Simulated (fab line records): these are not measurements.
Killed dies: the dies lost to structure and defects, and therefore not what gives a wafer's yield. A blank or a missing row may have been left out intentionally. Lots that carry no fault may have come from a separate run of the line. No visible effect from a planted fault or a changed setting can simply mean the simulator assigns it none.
Code-filled problem report in 8D (eight disciplines) form	flow n5-finfet	the parts of the form that need people (team, actions taken, sign-off) are left out

1. PROBLEM STATEMENT
killed_at_M4_up at N5_PASSIVATION_PROBE_49 reads a mean of 87 on 2 wafers of 1 lot; wafers without a fault read 14 with a standard deviation of 6.3. Measured from the usual mean, that is +12 standard deviations.
First observed at day 15 09:58: wafer L703.1, on prober-02. The record holds 6 wafers of 2 lots with a number at this step. Rule for "out", or "out of limits": more than 4 standard deviations from the usual mean. Any other wafer with a number is counted as sound.

2. WHAT IT IS; WHAT IT IS NOT
question	is	is not
which readings at this step	killed_at_M4_up, sort_bin_5_function	killed_at_M0_to_M3, killed-at-contacts, killed-at-front-end, killed-at-other, killed-open, killed-short
which lots	L703	L695
which wafers of those lots	L703.1, L703.4	L703.2
read on which tools	prober-02	prober-01
when	from day 15 09:58	up to then (3 sound wafers); but 1 sound wafer of L703 came after

3. THE SUSPECTS, EACH WITH WHAT RULES IT OUT
Counting: a tool at a process step up to the reading stays a suspect if it ran every lot that is out. Sound lots after the first of them don't rule it out here, since some wafers of a struck lot are sound.
- ald-metal-04 at N5_BEOL_M11_ALD_74 (deposits TaN, target thk 2 nm, pulse time 2 s, purge time 3 s): kept. L703, the lot that is out, went through it at day 13 20:04; up to then, the latest sound lot through it was L695 at day 11 17:30.
- rie-diel-01 at N5_PASSIVATION_STRIP_14 (strips in O2): kept. It ran the lot that is out, L703 (day 15 03:04).
- rie-diel-03 at N5_PASSIVATION_STRIP_34 (strips in O2): kept. L703, the lot that is out, went through it at day 15 05:36; up to then, the latest sound lot through it was L695 at day 13 16:28.
- pecvd-04 at N5_PASSIVATION_PECVD_35 (deposits SiNx from SiH4/NH3/N2, target thk 700 nm, time 151.3 s): kept. It ran the lot that is out, L703 (day 15 06:13).
- prober-02 at N5_PASSIVATION_PROBE_49: kept. It ran the lot that is out, L703 (day 15 09:58). Out on those wafers are its own readings of killed_at_M4_up, sort_bin_5_function.
- Within ald-metal-04 at N5_BEOL_M11_ALD_74: the wafers that are out ran in chamber 2; their sound lot-mates ran in chamber 1.
- Within rie-diel-01 at N5_PASSIVATION_STRIP_14: the wafers that are out ran in chambers 0, 3; their sound lot-mates ran in chamber 2.
- Within rie-diel-03 at N5_PASSIVATION_STRIP_34: the wafers that are out ran in chambers 1, 2; their sound lot-mates ran in chamber 3.
- Within pecvd-04 at N5_PASSIVATION_PECVD_35: the wafers that are out ran in chamber 0; their sound lot-mates ran in chamber 1.
Left after counting: ald-metal-04 at N5_BEOL_M11_ALD_74, rie-diel-01 at N5_PASSIVATION_STRIP_14, rie-diel-03 at N5_PASSIVATION_STRIP_34, pecvd-04 at N5_PASSIVATION_PECVD_35, prober-02 at N5_PASSIVATION_PROBE_49.

4. THE CAUSE (what the simulator had put in)
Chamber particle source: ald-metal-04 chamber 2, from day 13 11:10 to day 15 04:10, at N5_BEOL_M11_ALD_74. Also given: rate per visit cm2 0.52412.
Counting left 5 suspects, and this tool is among them.

5. THE CHAIN OF EFFECTS, in route order
Each row: a reading where the mean over the struck wafers with a number is more than 3 standard deviations away from the usual. Only readings for which the record gives a usual standard deviation are gone through. hours: the time from each lot's start at the first step in this table that gives one to its start at this step, as a median over the lots. sigmas: the change in usual standard deviations.
hours	step	reading	usual	on struck wafers	change	sigmas
0	N5_PASSIVATION_PROBE_49	defect-limited-yield	91.2 %	85.2	-6.0	-4.3
0	N5_PASSIVATION_PROBE_49	killed_at_M4_up	14	87	+73	+12
0	N5_PASSIVATION_PROBE_49	killed-dies	103	174	+72	+4.2
0	N5_PASSIVATION_PROBE_49	sort_bin_5_function	5.1 %	8.9	+3.8	+4.3
0	N5_PASSIVATION_PROBE_49	sort-n-pass	1077	1006	-72	-4.2
0	N5_PASSIVATION_PROBE_49	sort-yield-pct	91.2 %	85.2	-6.0	-4.3
It contains these process steps:
- N5_PASSIVATION_PROBE_49

6. HOW IT WOULD HAVE BEEN CAUGHT EARLIER
The fault began at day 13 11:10; the first out-of-limits reading in this record came at day 15 09:58, 47 hours later.
An alarm limit of 4 standard deviations would not have fired on the tool readings at N5_BEOL_M11_ALD_74 for which the record gives a usual standard deviation, since none of them was out on any struck wafer.
Each of the lots that are out, 1 in all, had begun N5_BEOL_M11_ALD_74 on ald-metal-04 no later than day 15 09:58. Tool hold at that time: it would have spared none of them.
